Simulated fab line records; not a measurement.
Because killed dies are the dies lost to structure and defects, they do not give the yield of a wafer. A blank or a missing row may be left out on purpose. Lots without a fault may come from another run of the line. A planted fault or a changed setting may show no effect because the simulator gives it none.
fab line records | flow nandHarc
record: lots: 5 wafers: 15 lastDay: 24
route steps=1159 shown P_CONTACT@217 END@1159
lots that met no fault: from a run of the same line without faults
startH: start of the lot's first displayed wafer, in hours after the record's first day | waitH: hours since the lot's step before | " as in the row above | L1.1+2: a row that stands for several wafers | - no value, or no start was given | * or withheld: withheld | < > ~ a bound
route shown NAME@n: NAME is a module with steps in the file, n the number in the route of the first one | usual: mean/standard deviation of fault-free wafers | same: alike in all rows | chamber/n: place in a boat | sites: per-site readings | _std_site: the standard deviation of these | _edge_site: inner sites' mean taken away from outer sites' mean | radiusMm: for every site, how far away it sits from the centre of the wafer | mask NAME#n: copy n | behind: the most recent tool/chamber to have shaped the wafer | hold: why the lot was held/for how many hours/how that ended | device: which transistor (n, p or np) failed to switch | end of line: tests of these same wafers at the route's end | where a step has no rows: the recipe by itself | killed: dies that structure and defects cost at the first sort, which is not the same as the wafer's yield | map: per-die view of a wafer (x killed, . not killed, _ where there is no die)
set.NAME: the setting that was run; set.NAME@STEP: the one run at that earlier step | model.NAME: the simulator's own value behind a step, which no gauge read
lots at selected steps of the route; one table per step, one row per wafer
services: from which hour (startH, from the record's first day; less than 0 if before it) a tool's chamber was out of use, for how many hours, and why
== steps ==
step: NHARC_P_CONTACT_DEP_30
recipe: targetThkA: 300 tempC: 400 targetThkNm: 30 flowSccm: 200 rfW: 450 material: SiNx
usual: heaterPowerW: 677/99
columns lot.wafer tool chamber startH waitH heaterPowerW
L196.3 pecvd-01 2 141.00 0.1 578
L196.2 " 1 " " 652
L196.5 " 0 " " 821
L200.3 pecvd-01 2 160.94 0.1 498
L200.4 " 1 " " 627
L200.6 " 2 " " 510
L203.3 pecvd-03 2 183.87 0.2 693
L203.4 " 0 " " 735
L203.5 " 1 " " 737
L207.3 pecvd-03 1 204.28 0.1 760
L207.2 " 0 " " 666
L207.5 " 1 " " 790
L209.3 pecvd-01 1 215.96 0.1 671
L209.5 " 0 " " 836
L209.4 " 1 " " 670
step: NHARC_P_CONTACT_DEP_00
recipe: targetThkA: 5000 tempC: 400 pressureTorr: 6.5 rfW: 900 teosFlowSccm: 161.4 flowSccm: 2650 targetThkNm: 500 gas: O2 material: SiO2
usual: heaterPowerW: 523/100 throttleValvePct: 16.0/0.45
columns lot.wafer tool chamber startH waitH heaterPowerW throttleValvePct
L196.3 pecvd-01 2 - - 372 15.8
L196.2 " 1 " " 400 15.7
L196.5 " 0 " " 680 16.2
L200.3 pecvd-01 2 - - 355 15.6
L200.4 " 1 " " 501 15.9
L200.6 " 2 " " 376 15.6
L203.3 pecvd-03 2 - - 648 15.5
L203.4 " 0 " " 532 15.7
L203.5 " 1 " " 652 16.1
L207.3 pecvd-03 1 - - 529 16.1
L207.2 " 0 " " 505 16.0
L207.5 " 1 " " 565 16.1
L209.3 pecvd-01 1 - - 482 15.9
L209.5 " 0 " " 707 16.5
L209.4 " 1 " " 511 15.7
step: NHARC_P_CONTACT_CMP_01
recipe: targetThkNm: 200 material: SiO2
usual: edgeZonePressureFrac: 1.000/0.0048 motorCurrentA: 12.2/1.1
columns lot.wafer tool chamber startH waitH edgeZonePressureFrac motorCurrentA
L196.3 cmp-02 2 141.77 - 0.996 12.2
L196.2 " 3 " " 1.004 14.3
L196.5 " 0 " " 1.000 11.8
L200.4 cmp-02 0 161.58 - 0.994 12.0
L200.3 " 3 " " 0.996 14.2
L200.6 " 1 " " 1.005 11.5
L203.3 cmp-04 1 184.59 - 1.002 12.4
L203.4 " 0 " " 0.993 11.1
L203.5 " 1 " " 0.998 13.3
L207.3 cmp-01 1 204.98 - 0.997 11.8
L207.2 " 3 " " 0.985 11.5
L207.5 " 2 " " 1.001 11.7
L209.3 cmp-01 3 216.63 - 0.999 11.0
L209.4 " 1 " " 1.004 12.7
L209.5 " 0 " " 0.998 10.9
step: NHARC_P_CONTACT_SRD_03
step: NHARC_P_CONTACT_DEHYDRATE_04
recipe: tempC: 150 timeS: 120
step: NHARC_P_CONTACT_HMDS_05
recipe: timeS: 30
step: NHARC_P_CONTACT_COAT_33
recipe: tempC: 260 timeS: 75
step: NHARC_P_CONTACT_COAT_34
recipe: tempC: 225 timeS: 65
step: NHARC_P_CONTACT_COAT_06
recipe: spinRpm: 1500 resistThkNm: 90
step: NHARC_P_CONTACT_SOFTBAKE_07
recipe: tempC: 105 timeS: 55
step: NHARC_P_CONTACT_EBR_08
step: NHARC_P_CONTACT_EXPOSE_09
recipe: na: 1.35 targetCdNm: 90 doseMj: 81.26 maskId: P_CA
usual: focusOffsetNm: 0.0/0.58
columns lot.wafer tool chamber startH waitH mask focusOffsetNm
L196.2 arfiScanner-01 0 142.43 - P_CA#0 -0.2
L196.3 " 0 " " P_CA#0 0.6
L196.5 " 0 " " P_CA#0 0.0
L200.3 arfiScanner-03 0 162.15 - P_CA_R1#0 0.2
L200.4 " 0 " " P_CA_R1#0 -0.3
L200.6 " 0 " " P_CA_R1#0 0.3
L203.3 arfiScanner-03 0 185.29 - P_CA#0 0.8
L203.4 " 0 " " P_CA#0 1.4
L203.5 " 0 " " P_CA#0 0.7
L207.2 arfiScanner-03 0 205.56 - P_CA#0 0.7
L207.3 " 0 " " P_CA#0 0.7
L207.5 " 0 " " P_CA#0 0.7
L209.3 arfiScanner-03 0 217.21 - P_CA#0 0.3
L209.4 " 0 " " P_CA#0 -0.8
L209.5 " 0 " " P_CA#0 -0.6
step: NHARC_P_CONTACT_PEB_10
recipe: pebTempC: 100 pebTimeS: 65
step: NHARC_P_CONTACT_DEVELOP_11
recipe: developTimeS: 35 devTempC: 23
step: NHARC_P_CONTACT_CD_MEAS_12
recipe: targetCdNm: 90 landingEnergyEv: 500
usual: cdNm: 89.3/0.92
columns lot.wafer tool chamber startH waitH cdNm
L196.2 cdSem-02 0 142.57 - 88.9
L196.3 " 0 " " 90.2
L196.5 " 0 " " 89.3
L200.3 cdSem-01 0 162.29 - 93.1
L200.4 " 0 " " 93.2
L200.6 " 0 " " 93.8
L203.3 cdSem-01 0 185.42 - 88.8
L203.4 " 0 " " 87.9
L203.5 " 0 " " 88.9
L207.2 cdSem-01 0 205.70 - 89.6
L207.3 " 0 " " 88.6
L207.5 " 0 " " 89.6
L209.3 cdSem-02 0 217.35 - 90.4
L209.4 " 0 " " 90.4
L209.5 " 0 " " 91.7
step: NHARC_P_CONTACT_OVL_MEAS_13
usual: overlayXNm: 0.1/0.61 overlayYNm: -0.2/0.71
columns lot.wafer tool chamber startH waitH overlayXNm overlayYNm
L196.2 overlay-02 - 142.65 - -0.6 0.0
L196.3 " - " " -0.4 -0.7
L196.5 " - " " -0.6 -0.2
L200.3 overlay-01 - 162.37 - 0.0 -0.4
L200.4 " - " " 0.4 -0.8
L200.6 " - " " 0.0 -1.1
L203.3 overlay-02 - 185.51 - 1.3 0.7
L203.4 " - " " 1.6 0.8
L203.5 " - " " 1.8 0.5
L207.2 overlay-02 - 205.78 - -1.4 -0.3
L207.3 " - " " -1.0 -0.4
L207.5 " - " " -0.6 -0.6
L209.3 overlay-02 - 217.44 - -1.0 -0.8
L209.4 " - " " -0.9 -1.0
L209.5 " - " " -1.0 -0.6
step: NHARC_P_CONTACT_INSPECT_14
usual: rawDefectCount: 3.6/2.1
columns lot.wafer tool chamber startH waitH rawDefectCount
L196.2 defectInspect-02 - 142.69 0.0 5
L196.3 " - " " 5
L196.5 " - " " 3
L200.3 defectInspect-02 - 162.41 0.0 6
L200.4 " - " " 5
L200.6 " - " " 2
L203.3 defectInspect-01 - 185.54 0.0 5
L203.4 " - " " 1
L203.5 " - " " 2
L207.2 defectInspect-02 - 205.82 0.0 10
L207.3 " - " " 4
L207.5 " - " " 9
L209.3 defectInspect-02 - 217.49 0.1 1
L209.4 " - " " 0
L209.5 " - " " 5
step: NHARC_P_CONTACT_DESCUM_17
recipe: timeS: 3 o2FlowSccm: 200 arFlowSccm: 0 biasPowerW: 0 chemistry: O2
usual: drypumpMotorCurrentA: 5.85/0.28 oesProductAu: 0.995/0.013 rfVppV: 57.7/0.77 showerheadPlenumPTorr: 1.89/0.078 throttleValvePct: 11.313/0.0087
same: timeS: 3
columns lot.wafer tool chamber startH waitH drypumpMotorCurrentA oesProductAu rfHoursCounterH rfVppV showerheadPlenumPTorr throttleValvePct model.P_CONTACT.cdNm
L196.3 rieDiel-03 1 142.77 0.1 5.95 1.002 9 57.2 1.85 11.324 89.71
L196.2 " 0 " " 5.37 0.974 9 57.9 1.86 11.323 89.45
L196.5 " 1 " " 5.99 1.002 - 58.7 1.85 11.312 89.09
L200.4 rieDiel-07 1 162.48 0.1 5.86 0.990 12 58.2 2.02 11.312 92.88
L200.3 " 2 " " 6.07 0.986 11 55.9 1.81 11.307 93.91
L200.6 " 1 " " 5.86 0.993 - 58.0 2.02 11.334 93.47
L203.3 rieDiel-07 3 185.80 0.3 5.50 1.023 15 57.7 1.91 11.324 89.38
L203.4 " 0 " " 5.85 0.988 14 57.0 1.78 11.323 88.73
L203.5 " 3 " " 5.47 1.023 - 57.7 1.91 11.309 89.37
L207.3 rieDiel-07 1 205.89 0.1 5.87 0.990 15 58.5 2.02 11.320 88.28
L207.2 " 3 " " 5.52 1.016 16 58.0 1.91 11.314 90.36
L207.5 " 1 " " 5.88 0.985 - 57.6 2.02 11.314 88.71
L209.3 rieDiel-07 3 217.55 0.1 5.51 1.009 19 58.3 1.91 11.327 90.43
L209.4 " 0 " " 5.86 0.985 17 57.4 1.78 11.320 90.73
L209.5 " 3 " " 5.51 1.013 - 58.7 1.91 11.308 92.11
step: NHARC_P_CONTACT_ETCH_35
recipe: targetDepthA: 390 overEtchFrac: 0.3 timeS: 65 ionEnergyEv: 80 cf4FlowSccm: 150 arFlowSccm: 0 rfW: 300 biasW: 100 chemistry: CF4
usual: cf4FlowSccm: 150.1/0.46 drypumpMotorCurrentA: 5.85/0.28 oesProductAu: 0.995/0.013 rfVppV: 151.0/1.1 showerheadPlenumPTorr: 1.75/0.066 throttleValvePct: 13.284/0.0099
same: timeS: 65
columns lot.wafer tool chamber startH waitH cf4FlowSccm drypumpMotorCurrentA oesProductAu rfHoursCounterH rfVppV showerheadPlenumPTorr throttleValvePct model.P_CONTACT.cdNm
L196.3 rieDiel-03 1 142.90 0.1 150.5 5.97 1.003 9 150.5 1.72 13.299 89.58
L196.2 " 3 " " 150.1 6.07 1.001 9 152.3 1.78 13.277 88.83
L196.5 " 2 " " 150.5 5.89 0.985 - 151.8 1.80 13.299 89.18
L200.3 rieDiel-07 0 162.56 0.1 150.0 5.84 0.989 12 149.2 1.65 13.267 94.23
L200.4 " 2 " " 149.9 6.07 0.985 11 149.7 1.68 13.281 93.51
L200.6 " 3 " " 150.5 5.49 1.015 - 150.0 1.76 13.293 94.04
L203.4 rieDiel-07 2 185.88 0.1 150.6 6.07 0.987 13 150.5 1.68 13.289 89.19
L203.3 " 3 " " 150.0 5.52 1.031 15 151.2 1.76 13.271 89.9
L203.5 " 2 " " 150.2 6.08 0.988 - 150.1 1.68 13.281 89.74
L207.3 rieDiel-07 3 205.97 0.1 150.4 5.50 1.011 16 149.6 1.76 13.292 88.62
L207.2 " 1 " " 150.2 5.89 0.985 15 152.6 1.86 13.282 90.17
L207.5 " 2 " " 150.6 6.07 0.982 - 150.6 1.68 13.295 88.83
L209.4 rieDiel-07 1 217.63 0.1 150.0 5.88 0.999 17 153.2 1.86 13.270 90.63
L209.3 " 0 " " 149.6 5.82 0.992 17 149.8 1.65 13.286 90.58
L209.5 " 2 " " 149.7 6.09 0.987 - 149.1 1.68 13.290 91.96
step: NHARC_P_CONTACT_ETCH_36
recipe: targetDepthA: 2600 overEtchFrac: 0.25 timeS: 406.25 ionEnergyEv: 200 n2FlowSccm: 150 h2FlowSccm: 150 arFlowSccm: 0 rfW: 400 biasW: 150 chemistry: N2/H2
usual: drypumpMotorCurrentA: 5.84/0.29 oesProductAu: 0.997/0.014 rfVppV: 429.7/2.3 showerheadPlenumPTorr: 2.01/0.081 throttleValvePct: 14.171/0.009
same: timeS: 406.25
columns lot.wafer tool chamber startH waitH drypumpMotorCurrentA oesProductAu rfHoursCounterH rfVppV showerheadPlenumPTorr throttleValvePct
L196.2 rieDiel-03 1 - - 5.97 1.009 9 428.7 1.97 14.175
L196.3 " 0 " " 5.40 0.978 9 427.6 1.98 14.170
L196.5 " 1 " " 5.96 1.001 - 429.1 1.97 14.176
L200.4 rieDiel-07 0 - - 5.86 0.982 12 426.2 1.89 14.174
L200.3 " 2 " " 6.08 0.985 11 428.6 1.93 14.149
L200.6 " 1 " " 5.87 0.987 - 433.8 2.16 14.163
L203.4 rieDiel-07 0 - - 5.82 0.987 14 426.0 1.89 14.165
L203.3 " 2 " " 6.07 0.993 13 427.5 1.93 14.157
L203.5 " 0 " " 5.83 0.985 - 427.0 1.89 14.180
L207.2 rieDiel-07 2 - - 6.08 0.997 14 428.0 1.93 14.185
L207.3 " 3 " " 5.49 1.011 17 430.1 2.03 14.171
L207.5 " 3 " " 5.53 1.016 - 430.5 2.03 14.179
L209.3 rieDiel-07 3 - - 5.50 1.019 19 431.2 2.03 14.171
L209.4 " 0 " " 5.85 0.993 18 425.8 1.89 14.160
L209.5 " 3 " " 5.48 1.017 - 430.5 2.03 14.171
step: NHARC_END_SORT_01
recipe: tempC: 25
usual: killedAtArray: 26/9.1 killedAtOther: 0.7/0.9 killedAtPeriphery: 3.6/2.8 killedDies: 30/9.2 killedOpen: 3.0/1.9 killedShort: 2.0/1.4
same: grossDies: 677
columns lot.wafer tool chamber startH waitH killedAtArray killedAtOther killedAtPeriphery killedDies killedOpen killedShort
L196.2 prober-02 0 463.92 2.8 15 1 4 20 5 2
L196.3 prober-02 0 464.72 3.1 28 0 7 35 12 3
L196.5 prober-02 0 466.33 3.7 20 0 1 21 2 3
L200.3 prober-02 0 491.12 3.1 27 2 4 33 2 3
L200.4 prober-02 0 491.91 3.4 16 1 4 21 2 0
L200.6 prober-02 0 493.50 4.0 24 1 1 26 1 2
L203.3 prober-01 0 527.69 3.1 15 0 3 18 4 1
L203.4 prober-01 0 528.49 3.4 14 0 5 19 0 2
L203.5 prober-01 0 529.30 3.7 14 1 4 19 4 3
L207.2 prober-01 0 554.74 2.8 24 4 8 36 4 2
L207.3 prober-01 0 555.53 3.1 33 1 14 48 2 4
L207.5 prober-01 0 557.12 3.7 28 0 10 38 2 2
L209.3 prober-02 0 563.24 3.1 23 2 3 28 4 2
L209.4 prober-02 0 564.04 3.4 23 1 1 25 1 4
L209.5 prober-02 0 564.84 3.7 24 0 4 28 1 1
killed by level:class
L196.2 A_CHANNEL_HOLE_D1:chamberFilmFlake=4 A_STAIRCASE:chamberFilmFlake=3 P_STI:chamberFilmFlake=2 P_CONTACT:geometricParticle:open=1 P_M0:geometricParticle:short=1 A_ONON_D1:geometricParticle:open=1 A_SLIT:geometricParticle:open=1 A_WL_FILL:geometricParticle:open=1
L196.3 A_STAIRCASE:chamberFilmFlake=8 A_CHANNEL_HOLE_D1:chamberFilmFlake=5 A_CONTACT:geometricParticle:open=4 P_M0:geometricParticle:open=3 A_M0:geometricParticle:open=3 A_CHANNEL_FILL_D1:chamberFilmFlake=3 A_CONTACT:chamberFilmFlake=2 P_CONTACT:geometricParticle:open=1
L196.5 A_STAIRCASE:chamberFilmFlake=5 A_CHANNEL_HOLE_D1:chamberFilmFlake=4 A_M0:geometricParticle:short=2 A_CHANNEL_FILL_D1:chamberFilmFlake=2 A_CONTACT:chamberFilmFlake=2 A_WL_FILL:geometricParticle:open=1 A_CONTACT:geometricParticle:open=1 A_CONTACT:geometricParticle:short=1
L200.3 A_CHANNEL_HOLE_D1:chamberFilmFlake=18 A_STAIRCASE:chamberFilmFlake=4 P_GATE:chamberFilmFlake=2 P_GATE:geometricParticle:short=1 A_CHANNEL_FILL_D1:geometricParticle:open=1 A_SGD_CUT:geometricParticle:short=1 A_M0:geometricParticle:open=1 STARTING-WAFER:geometricParticle:short=1
L200.4 A_CHANNEL_HOLE_D1:chamberFilmFlake=9 A_STAIRCASE:chamberFilmFlake=3 A_CONTACT:chamberFilmFlake=3 P_STI:chamberFilmFlake=2 P_CONTACT:geometricParticle:open=1 A_CONTACT:geometricParticle:open=1 P_GATE:chamberFilmFlake=1 THIN_TSV:chamberFilmFlake=1
L200.6 A_CHANNEL_HOLE_D1:chamberFilmFlake=16 A_STAIRCASE:chamberFilmFlake=3 A_ONON_D1:geometricParticle:open=1 A_ONON_D1:geometricParticle:short=1 A_WL_FILL:geometricParticle:short=1 P_GATE:chamberFilmFlake=1 A_WL_FILL:chamberFilmFlake=1 A_M0:chamberFilmFlake=1
L203.3 A_CHANNEL_HOLE_D1:chamberFilmFlake=5 A_CONTACT:chamberFilmFlake=4 P_M1:chamberFilmFlake=2 P_CONTACT:geometricParticle:open=1 A_CHANNEL_FILL_D1:geometricParticle:short=1 A_SGD_CUT:geometricParticle:open=1 A_CONTACT:geometricParticle:open=1 A_BLC:geometricParticle:open=1
L203.4 A_CHANNEL_HOLE_D1:chamberFilmFlake=6 P_M1:chamberFilmFlake=5 A_CONTACT:chamberFilmFlake=3 A_ONON_D1:geometricParticle:short=1 A_CHANNEL_HOLE_D1:geometricParticle:short=1 A_ZERO_WELL:chamberFilmFlake=1 A_SLIT:chamberFilmFlake=1 A_WL_FILL:chamberFilmFlake=1
L203.5 A_CHANNEL_HOLE_D1:chamberFilmFlake=5 P_M1:chamberFilmFlake=3 A_BLC:geometricParticle:open=2 A_CONTACT:chamberFilmFlake=2 P_GATE:geometricParticle:short=1 A_SOURCE_PLATE:geometricParticle:open=1 A_CHANNEL_HOLE_D1:geometricParticle:short=1 A_WL_FILL:geometricParticle:short=1
L207.2 A_SLIT:chamberFilmFlake=10 P_ZERO_WELL:chamberFilmFlake=6 A_CONTACT:chamberFilmFlake=4 A_CHANNEL_FILL_D1:chamberFilmFlake=3 THIN_TSV:chamberFilmFlake=3 A_CHANNEL_HOLE_D1:chamberFilmFlake=2 P_M2:geometricParticle:short=1 A_ONON_D1:geometricParticle:short=1
L207.3 A_SLIT:chamberFilmFlake=17 A_CHANNEL_HOLE_D1:chamberFilmFlake=7 P_BONDPAD:chamberFilmFlake=6 P_M1:chamberFilmFlake=4 P_ZERO_WELL:chamberFilmFlake=3 A_CONTACT:chamberFilmFlake=3 P_GATE:geometricParticle:short=1 A_CHANNEL_HOLE_D1:geometricParticle:short=1
L207.5 A_SLIT:chamberFilmFlake=12 A_CHANNEL_HOLE_D1:chamberFilmFlake=6 P_BONDPAD:chamberFilmFlake=5 P_ZERO_WELL:chamberFilmFlake=4 A_CONTACT:chamberFilmFlake=3 A_CONTACT:geometricParticle:open=2 A_WL_FILL:chamberFilmFlake=2 P_M0:geometricParticle:short=1
L209.3 A_CHANNEL_HOLE_D1:chamberFilmFlake=18 A_CONTACT:geometricParticle:open=2 THIN_TSV:chamberFilmFlake=2 P_CONTACT:geometricParticle:short=1 P_M0:geometricParticle:open=1 P_M1:geometricParticle:short=1 A_STAIRCASE:geometricParticle:open=1 A_STAIRCASE:chamberFilmFlake=1
L209.4 A_CHANNEL_HOLE_D1:chamberFilmFlake=15 A_ONON_D1:geometricParticle:short=1 A_CHANNEL_HOLE_D1:geometricParticle:short=1 A_WL_FILL:geometricParticle:short=1 A_BLC:geometricParticle:short=1 A_BLC:geometricParticle:open=1 P_BONDPAD:chamberFilmFlake=1 A_SLIT:chamberFilmFlake=1
L209.5 A_CHANNEL_HOLE_D1:chamberFilmFlake=18 P_GATE:chamberFilmFlake=2 A_CONTACT:chamberFilmFlake=2 P_CONTACT:geometricParticle:short=1 A_CONTACT:geometricParticle:open=1 P_CONTACT:chamberFilmFlake=1 A_CHANNEL_FILL_D1:chamberFilmFlake=1 A_SGD_CUT:chamberFilmFlake=1
== services ==
columns tool chamber startH hours kind
cmp-04 - 125.14 0.7 repair
rieDiel-07 2 125.49 5.3 repair
rieDiel-03 2 127.68 7.1 repair
cmp-02 - 128.50 4.0 pm
rieDiel-07 0 133.70 - clean
rieDiel-07 1 133.70 - clean
arfiScanner-03 - 140.00 4.0 pm
cmp-04 - 141.47 1.0 repair
cmp-02 - 146.67 3.4 repair
cmp-04 - 148.04 2.2 repair
arfiScanner-03 - 148.13 0.3 repair
rieDiel-03 2 155.35 11.9 repair
cmp-01 - 165.91 3.8 repair
cmp-01 - 179.50 4.0 pm
rieDiel-07 - 182.65 0.2 repair
cmp-01 - 188.82 0.6 repair
cmp-02 - 194.50 3.3 repair
arfiScanner-01 - 196.00 4.0 pm
rieDiel-03 3 198.12 6.9 repair
cmp-04 - 201.08 4.0 repair
pecvd-03 1 211.71 5.7 repair
cmp-04 - 212.70 1.4 repair
cmp-02 - 212.70 0.6 repair
rieDiel-03 - 215.31 9.0 pm
== key ==
firstSign: step: NHARC_P_CONTACT_EXPOSE_09 reading: mask direction: changed
effect: step: NHARC_P_CONTACT_CD_MEAS_12 reading: cdNm direction: up sigmas: 4.4 usual: 89.3 struck: 93.4
modelEffect: step: NHARC_P_CONTACT_DESCUM_17 value: P_CONTACT.cdNm without: 89.8 struck: 93.42
modelEffect: step: NHARC_P_CONTACT_ETCH_35 value: P_CONTACT.cdNm without: 90.31 struck: 93.93
metAt NHARC_P_CONTACT_EXPOSE_09
struckWafers L200.3,L200.4,L200.6
testerLeftOut L200
fault: kind: wrongMask tool: any chamber: - onsetH: 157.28 steps: NHARC_P_CONTACT_EXPOSE_09 auxCopy: P_CA_R1#0 cdOffsetNm: 3.6167 scope: struckLotsOnly
testerLeftOut: of these lots the tester's yield and bins aren't shown, on N5 and GAA mostly nor the transistor test; their killed dies are dies lost to structure and defects alone, not to doping, threshold or leakage, so they don't give the yield
